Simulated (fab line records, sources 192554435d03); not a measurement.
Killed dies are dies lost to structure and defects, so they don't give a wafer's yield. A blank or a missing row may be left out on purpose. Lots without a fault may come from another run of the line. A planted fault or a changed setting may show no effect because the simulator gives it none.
fab line records | flow n5_finfet
record lots=24 wafers=72 last_day=18
route steps=1938 shown BEOL_M0@745 BEOL_M1@752
lots that met no fault: from a run of the same line without faults
start_h: hours from the record's first day to the start of the lot's first wafer shown | wait_h: hours since the lot's step before | " the same as in the row above | L1.1+2: a row that stands for several wafers | - no value, or no start given | * or withheld: withheld | < > ~ a bound
route shown NAME@n: a module of which the file shows steps, and the number in the route of the first | usual: mean/standard deviation of fault-free wafers | same: alike in all rows | chamber/n: place in a boat | sites: the reading at each site | _std_site: their standard deviation | _edge_site: outer sites' mean less inner sites' | radius_mm: how far each site lies from the wafer's centre | mask NAME#n: copy n | behind: the tool/chamber that last shaped the wafer | hold: why the lot was held/for how many hours/how that ended | device: the transistor (n, p or np) that didn't switch | end of line: the same wafers' tests at the end of the route | a step without rows: its recipe alone | killed: dies lost to structure and defects at the first sort, not the wafer's yield | map: a wafer's dies, x killed, . not, _ none there
set.NAME: the setting as run; set.NAME@STEP: as run at that earlier step | model.NAME: the simulator's own value behind a step, which no gauge read
steps of the route over a sample of lots; a table a step, a row a wafer
services: from which hour (start_h, from the record's first day; less than 0 if before it) a tool's chamber was out of use, for how many hours, and why
## steps
# step N5_BEOL_M0_PRE_CLEAN_131
# recipe gas=NH3/H2 time_s=15 temp_c=* rf_power_w=300
# usual heater_power_w=88/18 susceptor_temp_C=*
# columns lot.wafer tool chamber start_h wait_h heater_power_w susceptor_temp_C
L074.4 cvd_co-01 2 120.95 0.1 80 *
L074.5 " 0 " " 62 *
L074.6 " 1 " " 77 *
L075.1 cvd_co-01 0 124.06 0.0 60 *
L075.2 " 1 " " 78 *
L075.6 " 0 " " 63 *
L076.3 cvd_co-01 2 128.36 0.0 77 *
L076.4 " 1 " " 78 *
L076.5 " 0 " " 64 *
L077.2 cvd_co-02 1 138.95 0.0 87 *
L077.3 " 2 " " 117 *
L077.6 " 2 " " 119 *
L078.1 cvd_co-02 0 145.30 0.0 100 *
L078.3 " 1 " " 86 *
L078.6 " 1 " " 87 *
L079.3 cvd_co-02 2 151.64 0.0 116 *
L079.4 " 0 " " 102 *
L079.6 " 2 " " 116 *
L080.1 cvd_co-02 2 157.04 0.1 119 *
L080.4 " 2 " " 118 *
L080.5 " 0 " " 102 *
L081.1 cvd_co-01 2 166.43 0.0 82 *
L081.3 " 1 " " 79 *
L081.5 " 1 " " 78 *
L082.1 cvd_co-01 1 169.81 0.0 81 *
L082.2 " 0 " " 61 *
L082.3 " 0 " " 61 *
L083.2 cvd_co-02 2 176.57 0.0 118 *
L083.3 " 1 " " 87 *
L083.5 " 0 " " 100 *
L084.1 cvd_co-01 0 179.09 0.0 64 *
L084.3 " 0 " " 62 *
L084.6 " 1 " " 82 *
L085.3 cvd_co-02 1 192.73 0.0 88 *
L085.4 " 2 " " 119 *
L085.6 " 0 " " 101 *
L086.1 cvd_co-01 1 193.17 0.0 78 *
L086.4 " 1 " " 79 *
L086.5 " 2 " " 79 *
L087.2 cvd_co-01 2 201.56 0.0 82 *
L087.5 " 1 " " 80 *
L087.6 " 0 " " 62 *
L088.3 cvd_co-02 2 205.71 0.0 119 *
L088.4 " 1 " " 87 *
L088.6 " 2 " " 116 *
L089.3 cvd_co-01 2 212.72 0.0 80 *
L089.4 " 0 " " 61 *
L089.6 " 1 " " 81 *
L090.2 cvd_co-01 2 217.28 0.0 82 *
L090.4 " 0 " " 64 *
L090.6 " 2 " " 80 *
L091.1 cvd_co-01 2 220.00 0.0 80 *
L091.3 " 1 " " 79 *
L091.6 " 2 " " 82 *
L093.1 cvd_co-02 2 227.92 0.0 118 *
L093.2 " 0 " " 101 *
L093.5 " 1 " " 89 *
L092.2 cvd_co-02 0 228.23 0.0 102 *
L092.4 " 0 " " 103 *
L092.6 " 2 " " 119 *
L094.1 cvd_co-02 2 244.60 0.1 119 *
L094.2 " 1 " " 89 *
L094.6 " 2 " " 120 *
L095.1 cvd_co-01 2 251.16 0.0 83 *
L095.3 " 0 " " 64 *
L095.5 " 2 " " 83 *
L096.1 cvd_co-02 1 251.62 0.0 88 *
L096.2 " 2 " " 121 *
L096.3 " 0 " " 102 *
L097.2 cvd_co-02 1 263.79 0.0 85 *
L097.4 " 1 " " 88 *
L097.6 " 0 " " 103 *
# step N5_BEOL_M1_THK_MEAS_01
# recipe reads=SiOC_of_BEOL_M1_ILD_DEP_00
# usual M1_ILD_THK=79.1/1.1
# columns lot.wafer tool chamber start_h wait_h M1_ILD_THK[nm]
L074.4 film_metro-02 - 121.28 0.0 81.6
L074.5 " - " " 81.4
L074.6 " - " " 78.8
L075.1 film_metro-01 - 124.41 0.0 78.6
L075.2 " - " " 79.4
L075.6 " - " " 80.6
L076.3 film_metro-02 - 128.71 0.1 78.0
L076.4 " - " " 81.3
L076.5 " - " " 80.0
L077.2 film_metro-01 - 139.31 0.1 77.5
L077.3 " - " " 77.0
L077.6 " - " " 79.4
L078.1 film_metro-01 - 145.70 0.1 79.1
L078.3 " - " " 80.3
L078.6 " - " " 79.3
L079.3 film_metro-01 - 152.00 0.1 77.3
L079.4 " - " " 79.1
L079.6 " - " " 79.5
L080.1 film_metro-02 - 157.44 0.1 79.4
L080.4 " - " " 80.8
L080.5 " - " " 79.9
L081.1 film_metro-02 - 166.79 0.0 78.4
L081.3 " - " " 79.3
L081.5 " - " " 79.5
L082.1 film_metro-01 - 170.25 0.0 78.1
L082.2 " - " " 78.2
L082.3 " - " " 77.9
L083.2 film_metro-02 - 176.96 0.1 79.8
L083.3 " - " " 77.8
L083.5 " - " " 81.0
L084.1 film_metro-02 - 179.50 0.0 78.3
L084.3 " - " " 77.6
L084.6 " - " " 78.5
L085.3 film_metro-02 - 193.09 0.1 79.0
L085.4 " - " " 81.1
L085.6 " - " " 79.2
L086.1 film_metro-02 - 193.53 0.0 78.6
L086.4 " - " " 79.8
L086.5 " - " " 80.9
L087.2 film_metro-02 - 201.93 0.1 78.3
L087.5 " - " " 79.7
L087.6 " - " " 77.9
L088.3 film_metro-01 - 206.09 0.1 80.0
L088.4 " - " " 80.8
L088.6 " - " " 79.1
L089.3 film_metro-02 - 213.09 0.1 78.2
L089.4 " - " " 79.0
L089.6 " - " " 80.4
L090.2 film_metro-02 - 217.64 0.1 79.5
L090.4 " - " " 79.0
L090.6 " - " " 80.2
L091.1 film_metro-02 - 220.43 0.1 76.8
L091.3 " - " " 78.9
L091.6 " - " " 78.6
L093.1 film_metro-01 - 228.28 0.0 79.2
L093.2 " - " " 78.9
L093.5 " - " " 80.2
L092.2 film_metro-01 - 228.66 0.1 78.5
L092.4 " - " " 79.0
L092.6 " - " " 79.4
L094.1 film_metro-01 - 244.95 0.0 79.1
L094.2 " - " " 78.5
L094.6 " - " " 79.6
L095.1 film_metro-01 - 251.51 0.0 77.2
L095.3 " - " " 77.9
L095.5 " - " " 78.1
L096.1 film_metro-01 - 251.99 0.1 78.4
L096.2 " - " " 76.5
L096.3 " - " " 76.9
L097.2 film_metro-01 - 264.14 0.1 79.0
L097.4 " - " " 80.5
L097.6 " - " " 78.9
# step N5_BEOL_M1_ETCH_63
# recipe chemistry=CF4 target=SiARC target_depth_a=156 mask_material=CAR-EUV time_s=26 ion_energy_ev=80 pressure_mtorr=40 source_w=545 bias_w=36 Ar_flow_sccm=100 cf4_flow_sccm=100 ends=cleared
# usual drypump_motor_current_A=5.7/0.4 etch_rf_on_time_s=25.8/0.61 oes_product_au=0.67/0.079 rf_vpp_V=184.1/1.2 showerhead_plenum_p_Torr=2.14/0.063 throttle_valve_pct=15.60/0.26
# columns lot.wafer tool chamber start_h wait_h drypump_motor_current_A etch_rf_on_time_s oes_product_au rf_hours_counter_h rf_vpp_V showerhead_plenum_p_Torr throttle_valve_pct
L074.4 rie_diel-02 2 122.88 0.0 5.8 25.8 0.64 173 186.0 2.21 15.71
L074.5 " 1 " " 5.2 25.9 0.66 - 181.7 2.06 15.26
L074.6 " 0 " " 5.9 26.2 0.60 - 183.4 2.03 16.08
L075.1 rie_diel-06 1 127.00 0.0 5.4 26.3 0.58 222 183.6 2.11 15.57
L075.2 " 0 " " 5.9 26.3 0.60 234 182.3 2.11 15.72
L075.6 " 2 " " 5.2 26.1 0.62 - 184.8 2.23 15.87
L076.3 rie_diel-02 1 130.68 0.0 5.2 25.9 0.66 144 182.5 2.06 15.27
L076.4 " 3 " " 6.4 27.5 0.57 207 184.6 2.12 15.68
L076.5 " 2 " " 5.8 26.1 0.63 - 184.9 2.21 15.71
L077.2 rie_diel-01 1 142.20 0.0 6.4 26.3 0.77 24 183.7 2.11 15.40
L077.3 " 3 " " 5.9 25.8 0.72 93 184.0 2.25 15.51
L077.6 " 0 " " 5.3 25.4 0.69 - 183.0 2.17 15.85
L078.1 rie_diel-01 2 146.51 0.0 5.5 25.5 0.63 174 185.7 2.14 15.43
L078.3 " 3 " " 5.9 25.6 0.72 95 185.1 2.25 15.52
L078.6 " 0 " " 5.4 25.7 0.69 - 182.4 2.17 15.84
L079.3 rie_diel-02 0 153.15 0.0 5.9 25.7 0.60 224 182.5 2.03 16.12
L079.4 " 2 " " 5.8 26.3 0.62 181 183.5 2.21 15.73
L079.6 " 3 " " 6.4 27.2 0.57 - 184.3 2.12 15.68
L080.1 rie_diel-02 0 161.95 0.0 5.9 25.5 0.60 226 183.1 2.03 16.11
L080.4 " 1 " " 5.2 25.5 0.66 153 183.3 2.05 15.30
L080.5 " 1 " " 5.1 25.5 0.66 - 182.9 2.05 15.28
L081.1 rie_diel-02 3 167.74 0.0 6.4 27.2 0.56 218 181.9 2.11 15.70
L081.3 " 2 " " 5.8 26.2 0.62 186 185.8 2.21 15.72
L081.5 " 2 " " 5.8 26.3 0.61 - 184.1 2.21 15.73
L082.1 rie_diel-06 1 173.14 0.0 5.5 26.3 0.58 236 184.1 2.11 15.60
L082.2 " 0 " " 5.9 26.1 0.59 249 185.3 2.10 15.76
L082.3 " 2 " " 5.2 25.6 0.61 186 186.0 2.22 15.87
L083.2 rie_diel-06 2 179.29 0.0 5.1 25.6 0.61 189 185.1 2.22 15.90
L083.3 " 1 " " 5.5 26.0 0.57 240 183.6 2.11 15.60
L083.5 " 3 " " 5.5 25.0 0.76 - 183.9 2.17 15.31
L084.1 rie_diel-01 1 181.48 0.0 6.4 27.0 0.75 32 183.3 2.11 15.42
L084.3 " 3 " " 5.9 26.2 0.70 101 186.4 2.25 15.53
L084.6 " 0 " " 5.4 25.7 0.69 - 184.0 2.17 15.85
L085.3 rie_diel-01 2 194.94 0.0 5.6 25.7 0.62 185 185.0 2.13 15.44
L085.4 " 3 " " 5.9 25.7 0.70 105 185.2 2.24 15.54
L085.6 " 3 " " 5.9 25.8 0.71 - 184.5 2.24 15.53
L086.1 rie_diel-06 1 195.10 0.0 5.4 25.6 0.58 247 183.1 2.10 15.60
L086.4 " 2 " " 5.2 25.9 0.60 - 185.7 2.22 15.92
L086.5 " 1 " " 5.4 25.6 0.57 - 182.4 2.10 15.62
L087.2 rie_diel-02 2 203.86 0.0 5.8 26.4 0.61 199 184.8 2.20 15.76
L087.5 " 3 " " 6.4 27.2 0.56 - 183.8 2.11 15.73
L087.6 " 2 " " 5.8 26.4 0.61 - 185.9 2.20 15.76
L088.3 rie_diel-06 3 207.98 0.0 5.5 25.2 0.75 45 185.5 2.17 15.34
L088.4 " 0 " " 5.9 25.4 0.83 - 182.4 2.10 15.31
L088.6 " 3 " " 5.5 25.3 0.75 - 185.2 2.17 15.34
L089.3 rie_diel-06 0 213.77 0.0 5.9 24.9 0.83 5 184.5 2.10 15.29
L089.4 " 3 " " 5.5 24.6 0.76 - 183.6 2.17 15.33
L089.6 " 2 " " 5.2 25.6 0.61 - 185.4 2.22 15.93
L090.2 rie_diel-06 3 219.92 0.0 5.5 25.0 0.75 50 183.9 2.17 15.34
L090.4 " 3 " " 5.5 25.1 0.74 - 184.3 2.17 15.35
L090.6 " 0 " " 5.9 25.3 0.80 - 183.6 2.10 15.32
L091.1 rie_diel-01 0 221.66 0.0 5.4 25.8 0.66 95 185.4 2.16 15.89
L091.3 " 1 " " 6.4 26.5 0.73 46 184.2 2.10 15.44
L091.6 " 0 " " 5.4 25.5 0.68 - 182.9 2.16 15.89
L093.1 rie_diel-06 0 229.82 0.0 5.9 25.3 0.80 10 183.0 2.10 15.32
L093.2 " 2 " " 5.2 25.9 0.60 208 184.0 2.22 15.93
L093.5 " 0 " " 5.9 25.3 0.80 - 183.3 2.10 15.31
L092.2 rie_diel-06 2 230.05 0.0 5.2 25.6 0.61 208 183.9 2.22 15.92
L092.4 " 1 " " 5.5 25.4 0.85 1 182.9 2.10 15.13
L092.6 " 0 " " 5.9 25.2 0.81 - 182.8 2.10 15.31
L094.1 rie_diel-02 1 247.10 0.0 5.2 26.2 0.63 184 183.5 2.04 15.35
L094.2 " 3 " " 6.4 27.5 0.55 247 184.1 2.10 15.76
L094.6 " 2 " " 5.8 26.3 0.61 - 185.5 2.20 15.78
L095.1 rie_diel-01 1 253.44 0.0 6.4 26.5 0.72 56 184.6 2.10 15.46
L095.3 " 0 " " 5.4 25.8 0.66 105 183.8 2.16 15.89
L095.5 " 0 " " 5.4 25.9 0.66 - 183.6 2.16 15.91
L096.1 rie_diel-01 0 253.67 0.0 5.3 25.8 0.67 105 184.1 2.16 15.89
L096.2 " 3 " " 5.9 25.9 0.69 122 185.7 2.24 15.56
L096.3 " 1 " " 6.4 26.8 0.71 56 183.9 2.10 15.47
L097.2 rie_diel-06 0 266.01 0.0 6.0 25.5 0.77 23 182.7 2.10 15.34
L097.4 " 2 " " 5.2 26.0 0.59 - 185.5 2.21 15.95
L097.6 " 0 " " 6.0 25.2 0.78 - 185.8 2.10 15.32
# step N5_BEOL_M1_HM_OPEN_17
# recipe chemistry=Cl2/BCl3 target_depth_a=200 overetch_a=60 target=TiN mask_material=SOC ion_energy_ev=150 pressure_mtorr=10 icp_w=1000 bias_w=126 Cl2_flow_sccm=53.25 bcl3_flow_sccm=21.75 Ar_flow_sccm=25
# usual drypump_motor_current_A=5.4/0.35 oes_product_au=0.67/0.095 throttle_valve_pct=22.2/0.4
# columns lot.wafer tool chamber start_h wait_h drypump_motor_current_A oes_product_au rf_hours_counter_h throttle_valve_pct
L074.4 rie_metal-01 1 123.10 0.1 5.1 0.51 - 22.6
L074.5 " 1 " " 5.1 0.51 - 22.6
L074.6 " 0 " " 5.1 0.65 - 21.6
L075.1 rie_metal-03 0 127.20 0.0 5.6 0.79 4 22.6
L075.2 " 1 " " 5.3 0.65 41 22.3
L075.6 " 1 " " 5.3 0.65 - 22.3
L076.3 rie_metal-01 0 130.90 0.1 5.0 0.65 - 21.7
L076.4 " 1 " " 5.1 0.52 - 22.6
L076.5 " 0 " " 5.0 0.65 - 21.6
L077.2 rie_metal-01 1 142.40 0.0 5.1 0.52 128 22.6
L077.3 " 1 " " 5.1 0.52 - 22.6
L077.6 " 0 " " 5.0 0.66 - 21.6
L078.1 rie_metal-03 0 146.71 0.0 5.5 0.78 6 22.6
L078.3 " 0 " " 5.6 0.78 - 22.6
L078.6 " 1 " " 5.3 0.64 - 22.3
L079.3 rie_metal-03 1 153.38 0.1 5.3 0.64 - 22.3
L079.4 " 0 " " 5.6 0.78 - 22.6
L079.6 " 0 " " 5.6 0.78 - 22.6
L080.1 rie_metal-01 0 162.15 0.0 5.0 0.65 41 21.6
L080.4 " 1 " " 5.1 0.52 - 22.6
L080.5 " 1 " " 5.1 0.52 - 22.6
L081.1 rie_metal-02 1 167.93 0.0 6.1 0.51 126 22.5
L081.3 " 0 " " 6.0 0.80 - 21.6
L081.5 " 1 " " 6.1 0.51 - 22.5
L082.1 rie_metal-02 0 173.34 0.0 6.0 0.78 3 21.6
L082.2 " 1 " " 6.1 0.50 126 22.5
L082.3 " 0 " " 6.0 0.79 - 21.6
L083.2 rie_metal-01 1 179.49 0.0 5.1 0.51 132 22.6
L083.3 " 0 " " 5.0 0.65 - 21.7
L083.5 " 1 " " 5.1 0.51 - 22.6
L084.1 rie_metal-01 0 181.68 0.0 5.0 0.65 43 21.6
L084.3 " 0 " " 5.1 0.65 - 21.6
L084.6 " 1 " " 5.1 0.51 - 22.6
L085.3 rie_metal-03 0 195.17 0.1 5.6 0.77 - 22.6
L085.4 " 1 " " 5.3 0.64 - 22.3
L085.6 " 1 " " 5.3 0.64 - 22.3
L086.1 rie_metal-01 0 195.29 0.0 5.0 0.64 45 21.7
L086.4 " 0 " " 5.0 0.66 - 21.6
L086.5 " 0 " " 5.0 0.65 - 21.6
L087.2 rie_metal-03 1 204.07 0.0 5.3 0.64 47 22.3
L087.5 " 1 " " 5.3 0.64 - 22.3
L087.6 " 0 " " 5.6 0.75 - 22.6
L088.3 rie_metal-03 1 208.22 0.1 5.3 0.64 - 22.3
L088.4 " 0 " " 5.5 0.74 - 22.6
L088.6 " 0 " " 5.6 0.75 - 22.6
L089.3 rie_metal-03 1 214.00 0.1 5.3 0.64 - 22.3
L089.4 " 0 " " 5.6 0.75 - 22.6
L089.6 " 0 " " 5.6 0.75 - 22.6
L090.2 rie_metal-03 0 220.11 0.0 5.6 0.75 13 22.6
L090.4 " 1 " " 5.3 0.62 - 22.3
L090.6 " 1 " " 5.3 0.62 - 22.3
L091.1 rie_metal-01 0 221.85 0.0 5.1 0.64 48 21.6
L091.3 " 0 " " 5.0 0.64 - 21.7
L091.6 " 1 " " 5.1 0.81 - 22.3
L093.1 rie_metal-01 1 230.02 0.0 5.1 0.81 2 22.3
L093.2 " 0 " " 5.1 0.65 48 21.6
L093.5 " 1 " " 5.1 0.82 - 22.2
L092.2 rie_metal-03 0 230.24 0.0 5.5 0.75 14 22.6
L092.4 " 0 " " 5.6 0.74 - 22.6
L092.6 " 0 " " 5.6 0.73 - 22.6
L094.1 rie_metal-03 1 247.30 0.0 5.3 0.63 53 22.3
L094.2 " 0 " " 5.6 0.73 16 22.6
L094.6 " 0 " " 5.6 0.74 - 22.6
L095.1 rie_metal-02 0 253.64 0.0 6.0 0.74 10 21.6
L095.3 " 0 " " 6.0 0.76 - 21.6
L095.5 " 1 " " 6.1 0.82 - 22.3
L096.1 rie_metal-01 1 253.86 0.0 5.1 0.79 5 22.3
L096.2 " 0 " " 5.1 0.63 51 21.7
L096.3 " 0 " " 5.0 0.63 - 21.7
L097.2 rie_metal-02 1 266.20 0.0 6.1 0.80 3 22.3
L097.4 " 1 " " 6.1 0.79 - 22.3
L097.6 " 0 " " 6.0 0.74 - 21.6
# step N5_BEOL_M1_CD_MEAS_18
# recipe pitch_nm=36 target_cd_nm=18
# usual cd_nm=18.1/0.35
# columns lot.wafer tool chamber start_h wait_h cd_nm
L074.4 cd_sem-03 - 123.26 0.1 18.3
L074.5 " - " " 18.0
L074.6 " - " " 17.6
L075.1 cd_sem-01 - 127.60 0.0 18.2
L075.2 " - " " 17.9
L075.6 " - " " 17.5
L076.3 cd_sem-03 - 131.06 0.1 18.6
L076.4 " - " " 17.9
L076.5 " - " " 18.3
L077.2 cd_sem-01 - 142.59 0.1 18.6
L077.3 " - " " 18.6
L077.6 " - " " 18.4
L078.1 cd_sem-02 - 147.01 0.0 18.3
L078.3 " - " " 18.2
L078.6 " - " " 18.8
L079.3 cd_sem-03 - 153.64 0.1 17.8
L079.4 " - " " 18.1
L079.6 " - " " 17.9
L080.1 cd_sem-03 - 162.34 0.0 17.9
L080.4 " - " " 18.0
L080.5 " - " " 18.1
L081.1 cd_sem-03 - 168.11 0.0 17.9
L081.3 " - " " 17.8
L081.5 " - " " 18.0
L082.1 cd_sem-02 - 173.64 0.0 18.1
L082.2 " - " " 18.2
L082.3 " - " " 18.5
L083.2 cd_sem-01 - 179.77 0.1 18.0
L083.3 " - " " 18.2
L083.5 " - " " 18.2
L084.1 cd_sem-01 - 181.86 0.0 18.0
L084.3 " - " " 18.1
L084.6 " - " " 17.7
L085.3 cd_sem-01 - 195.32 0.1 18.3
L085.4 " - " " 18.2
L085.6 " - " " 18.3
L086.1 cd_sem-02 - 195.56 0.0 18.5
L086.4 " - " " 17.6
L086.5 " - " " 18.1
L087.2 cd_sem-03 - 204.25 0.1 17.6
L087.5 " - " " 17.5
L087.6 " - " " 17.6
L088.3 cd_sem-01 - 208.41 0.1 18.4
L088.4 " - " " 18.0
L088.6 " - " " 18.6
L089.3 cd_sem-01 - 214.15 0.1 18.0
L089.4 " - " " 18.4
L089.6 " - " " 18.1
L090.2 cd_sem-01 - 220.30 0.1 18.3
L090.4 " - " " 18.0
L090.6 " - " " 17.2
L091.1 cd_sem-02 - 222.04 0.0 18.6
L091.3 " - " " 18.7
L091.6 " - " " 18.1
L093.1 cd_sem-03 - 230.20 0.0 17.7
L093.2 " - " " 18.2
L093.5 " - " " 17.8
L092.2 cd_sem-01 - 230.60 0.1 17.9
L092.4 " - " " 18.9
L092.6 " - " " 18.3
L094.1 cd_sem-01 - 247.48 0.0 18.3
L094.2 " - " " 17.9
L094.6 " - " " 17.9
L095.1 cd_sem-01 - 253.91 0.0 18.5
L095.3 " - " " 18.6
L095.5 " - " " 18.3
L096.1 cd_sem-02 - 254.06 0.0 18.3
L096.2 " - " " 17.5
L096.3 " - " " 17.7
L097.2 cd_sem-01 - 266.39 0.1 18.0
L097.4 " - " " 17.9
L097.6 " - " " 18.1
# step N5_BEOL_M1_ETCH_77
# recipe chemistry=N2/H2 target=underlayer target_depth_a=65 mask_material=CAR-EUV time_s=5.2 ion_energy_ev=200 pressure_mtorr=30 source_w=840 bias_w=150 n2_flow_sccm=200 h2_flow_sccm=200 ends=cleared
# usual drypump_motor_current_A=5.8/0.43 etch_rf_on_time_s=5.20/0.13 h2_flow_sccm=200.0/0.62 oes_product_au=0.65/0.068 rf_vpp_V=523.7/2.5 showerhead_plenum_p_Torr=2.54/0.076 throttle_valve_pct=17.83/0.21
# columns lot.wafer tool chamber start_h wait_h drypump_motor_current_A etch_rf_on_time_s h2_flow_sccm oes_product_au rf_hours_counter_h rf_vpp_V showerhead_plenum_p_Torr throttle_valve_pct
L074.4 rie_diel-02 2 123.73 0.0 5.7 5.22 200.0 0.63 173 526.7 2.65 18.02
L074.5 " 1 " " 5.2 5.15 201.0 0.66 - 521.2 2.45 17.61
L074.6 " 2 " " 5.8 5.22 199.8 0.64 - 525.1 2.65 18.04
L075.1 rie_diel-06 1 128.09 0.0 5.5 5.19 199.5 0.58 222 524.2 2.53 17.87
L075.2 " 0 " " 5.9 5.22 200.1 0.60 235 522.4 2.49 17.96
L075.6 " 3 " " 5.5 4.96 200.7 0.80 - 525.6 2.58 17.49
L076.3 rie_diel-01 3 131.55 0.0 5.9 5.17 200.5 0.71 91 526.5 2.65 17.58
L076.4 " 1 " " 6.5 5.21 199.3 0.77 22 520.0 2.49 17.61
L076.5 " 1 " " 6.5 5.22 200.6 0.77 - 522.3 2.49 17.59
L077.2 rie_diel-01 0 143.06 0.0 5.4 5.13 200.2 0.69 75 525.8 2.56 17.89
L077.3 " 3 " " 5.9 5.20 200.7 0.70 94 528.3 2.65 17.61
L077.6 " 3 " " 5.9 5.13 201.0 0.72 - 528.1 2.65 17.60
L078.1 rie_diel-06 3 147.49 0.0 5.5 5.05 199.4 0.78 23 524.2 2.57 17.50
L078.3 " 0 " " 5.9 5.26 199.9 0.60 241 522.7 2.49 17.97
L078.6 " 2 " " 5.2 5.18 200.5 0.62 - 527.0 2.65 18.13
L079.3 rie_diel-01 2 154.11 0.0 5.6 5.24 199.4 0.63 176 523.1 2.55 17.85
L079.4 " 1 " " 6.5 5.24 199.5 0.76 28 523.0 2.48 17.61
L079.6 " 1 " " 6.5 5.29 200.2 0.77 - 522.7 2.48 17.58
L080.1 rie_diel-01 1 162.94 0.0 6.5 5.29 199.3 0.75 31 525.1 2.48 17.59
L080.4 " 0 " " 5.4 5.10 199.7 0.68 81 525.5 2.55 17.91
L080.5 " 1 " " 6.5 5.20 199.4 0.76 - 523.5 2.48 17.63
L081.1 rie_diel-02 2 168.71 0.0 5.8 5.22 200.0 0.63 186 524.6 2.65 18.07
L081.3 " 3 " " 6.4 5.45 199.7 0.57 219 523.5 2.50 17.84
L081.5 " 3 " " 6.4 5.44 199.9 0.56 - 522.7 2.50 17.86
L082.1 rie_diel-02 1 174.24 0.0 5.2 5.13 201.0 0.65 158 518.9 2.44 17.63
L082.2 " 0 " " 5.9 5.01 200.4 0.61 231 516.6 2.39 18.24
L082.3 " 2 " " 5.8 5.23 199.5 0.62 188 524.5 2.65 18.07
L083.2 rie_diel-01 3 181.18 0.0 5.9 5.14 200.0 0.71 101 528.2 2.65 17.61
L083.3 " 2 " " 5.6 5.18 199.7 0.62 180 524.2 2.54 17.84
L083.5 " 2 " " 5.6 5.12 199.9 0.62 - 522.7 2.54 17.85
L084.1 rie_diel-01 1 182.46 0.0 6.5 5.23 200.1 0.75 32 522.3 2.48 17.61
L084.3 " 0 " " 5.4 5.19 200.1 0.68 82 522.4 2.55 17.91
L084.6 " 3 " " 5.9 5.25 199.8 0.71 - 526.8 2.65 17.61
L085.3 rie_diel-01 1 195.80 0.0 6.4 5.21 200.4 0.75 37 524.1 2.48 17.63
L085.4 " 2 " " 5.6 5.21 199.5 0.61 185 524.5 2.54 17.85
L085.6 " 1 " " 6.4 5.23 201.4 0.75 - 521.4 2.48 17.65
L086.1 rie_diel-06 2 196.17 0.0 5.2 5.12 200.4 0.61 196 526.7 2.64 18.15
L086.4 " 3 " " 5.5 4.92 199.3 0.77 - 526.7 2.57 17.49
L086.5 " 2 " " 5.2 5.10 200.2 0.61 - 524.7 2.64 18.16
L087.2 rie_diel-01 0 204.72 0.0 5.4 5.15 199.4 0.68 90 524.7 2.55 17.96
L087.5 " 3 " " 5.9 5.26 199.9 0.70 - 526.4 2.64 17.62
L087.6 " 0 " " 5.4 5.16 199.8 0.67 - 523.9 2.55 17.92
L088.3 rie_diel-01 3 208.89 0.0 5.9 5.16 199.3 0.71 110 527.1 2.64 17.61
L088.4 " 0 " " 5.4 5.03 200.7 0.68 91 523.0 2.55 17.95
L088.6 " 2 " " 5.6 5.14 199.9 0.62 - 525.8 2.54 17.86
L089.3 rie_diel-02 2 214.63 0.0 5.8 5.28 200.9 0.60 201 526.0 2.64 18.06
L089.4 " 3 " " 6.4 5.61 200.2 0.54 235 522.6 2.49 17.90
L089.6 " 0 " " 5.9 5.13 200.1 0.59 - 520.0 2.39 18.24
L090.2 rie_diel-02 1 220.77 0.0 5.2 5.23 199.1 0.64 173 521.3 2.44 17.62
L090.4 " 2 " " 5.8 5.22 200.4 0.62 203 528.0 2.64 18.09
L090.6 " 2 " " 5.8 5.29 199.6 0.60 - 526.6 2.64 18.10
L091.1 rie_diel-01 1 222.64 0.0 6.5 5.30 200.7 0.72 46 523.2 2.48 17.62
L091.3 " 2 " " 5.6 5.25 201.1 0.61 193 524.7 2.54 17.84
L091.6 " 1 " " 6.5 5.25 200.8 0.74 - 521.7 2.48 17.65
L093.1 rie_diel-02 2 230.83 0.0 5.7 5.27 199.3 0.61 207 523.7 2.64 18.13
L093.2 " 1 " " 5.2 5.17 198.9 0.62 177 520.0 2.44 17.64
L093.5 " 2 " " 5.8 5.25 199.4 0.61 - 527.6 2.64 18.08
L092.2 rie_diel-02 2 231.20 0.0 5.8 5.26 199.5 0.59 207 525.9 2.64 18.10
L092.4 " 3 " " 6.4 5.57 199.0 0.55 - 522.6 2.49 17.89
L092.6 " 1 " " 5.2 5.28 200.7 0.63 - 520.2 2.44 17.65
L094.1 rie_diel-02 2 247.96 0.0 5.8 5.28 199.9 0.61 214 524.4 2.63 18.13
L094.2 " 1 " " 5.2 5.25 201.0 0.62 184 517.5 2.43 17.68
L094.6 " 3 " " 6.4 5.50 199.6 0.55 - 521.2 2.48 17.89
L095.1 rie_diel-06 3 254.39 0.0 5.5 4.99 200.8 0.73 62 525.7 2.56 17.54
L095.3 " 0 " " 5.9 5.02 199.2 0.79 19 524.8 2.48 17.70
L095.5 " 0 " " 5.9 5.06 199.1 0.77 - 520.5 2.48 17.72
L096.1 rie_diel-06 2 254.53 0.0 5.2 5.10 199.4 0.59 217 524.8 2.63 18.20
L096.2 " 3 " " 5.5 4.93 200.8 0.73 62 522.4 2.56 17.56
L096.3 " 0 " " 5.9 5.03 201.1 0.78 19 524.9 2.48 17.69
L097.2 rie_diel-01 1 266.86 0.0 6.4 5.32 199.3 0.72 60 521.4 2.47 17.64
L097.4 " 3 " " 5.9 5.19 200.6 0.69 127 527.1 2.63 17.65
L097.6 " 3 " " 5.9 5.26 200.2 0.67 - 529.9 2.63 17.66
## services
# columns tool chamber start_h hours kind
rie_diel-01 1 107.72 3.6 repair
cvd_co-01 - 140.05 0.7 repair
rie_diel-06 2 162.47 4.1 repair
cvd_co-02 - 164.31 3.8 pm
rie_diel-01 - 165.45 15.6 pm
cvd_co-01 2 168.85 11.0 repair
rie_diel-06 0 175.79 - clean
rie_diel-06 0 175.79 - consumable_replace:focus_ring
rie_diel-06 0 175.79 25.3 scheduled_down
rie_diel-06 0 175.79 25.3 vent_cycle
cvd_co-01 - 204.15 2.1 repair
rie_diel-06 1 206.38 - clean
rie_diel-06 1 206.38 - consumable_replace:focus_ring
rie_diel-06 1 206.38 20.7 scheduled_down
rie_diel-06 1 206.38 20.7 vent_cycle
cvd_co-02 - 206.61 6.0 pm
cvd_co-01 - 223.42 8.5 repair
rie_diel-02 0 230.12 - clean
rie_diel-02 0 230.12 - consumable_replace:focus_ring
rie_diel-02 0 230.12 - consumable_replace:showerhead
rie_metal-02 - 232.71 14.6 pm
rie_diel-06 1 250.77 15.2 repair
rie_metal-03 0 255.47 17.8 repair
rie_metal-02 1 266.73 10.1 repair
## key
fault none
